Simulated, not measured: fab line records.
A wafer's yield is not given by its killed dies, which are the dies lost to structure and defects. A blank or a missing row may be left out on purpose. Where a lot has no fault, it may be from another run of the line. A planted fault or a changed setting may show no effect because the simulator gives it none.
Chamber matching + flow nand_harc + NHARC_A_STAIRCASE_ETCH_271 on rie_diel-10: 4 sister chambers
The step etches the open film in CF4/CHF3. 4 wafers are shown with their chamber, then 8 later ones without.

WAFERS, EACH WITH ITS CHAMBER
| wafer  | chamber | cf4_flow_sccm (sccm) |
|--------|---------|----------------------|
| L083.3 | 3       | 99.66                |
| L085.1 | 0       | 100.19               |
| L085.2 | 1       | 100.08               |
| L087.1 | 2       | 99.74                |

WAFERS WITH NO CHAMBER GIVEN
| wafer  | cf4_flow_sccm (sccm) |
|--------|----------------------|
| L087.4 | 100.53               |
| L087.6 | 100.12               |
| L088.2 | 99.62                |
| L088.3 | 99.99                |
| L088.5 | 99.47                |
| L090.2 | 100.29               |
| L090.3 | 99.62                |
| L090.5 | 99.58                |

EACH ONE'S CHAMBER
| wafer  | from the rows above               | in truth |
|--------|-----------------------------------|----------|
| L087.4 | can't be placed: 0 or 1           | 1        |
| L087.6 | can't be placed: 1 or 0           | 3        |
| L088.2 | can't be placed: 3 or 2           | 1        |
| L088.3 | can't be placed: 1 or 0 or 2 or 3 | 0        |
| L088.5 | can't be placed: 3 or 2           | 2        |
| L090.2 | can't be placed: 0 or 1           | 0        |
| L090.3 | can't be placed: 3 or 2           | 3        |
| L090.5 | can't be placed: 3 or 2           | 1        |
Correctly placed: 0 of 8. Not placeable from these rows: 8 (in 5, the candidates include the true chamber). Placed wrongly: 0.
How it was worked out, from the rows above alone: a wafer's distance from a chamber is the root of the sum, over the readings, of the square of ((its reading less the chamber's mean) divided by the reading's scatter). If the next closest chamber is less than 2 further off than the closest, the wafer can't be placed; otherwise it belongs to the closest. Each chamber's mean is taken over the wafers shown for it. The scatter: with one shown wafer a chamber, the root of the mean of the squares of how far each hidden wafer lies from its nearest shown one.
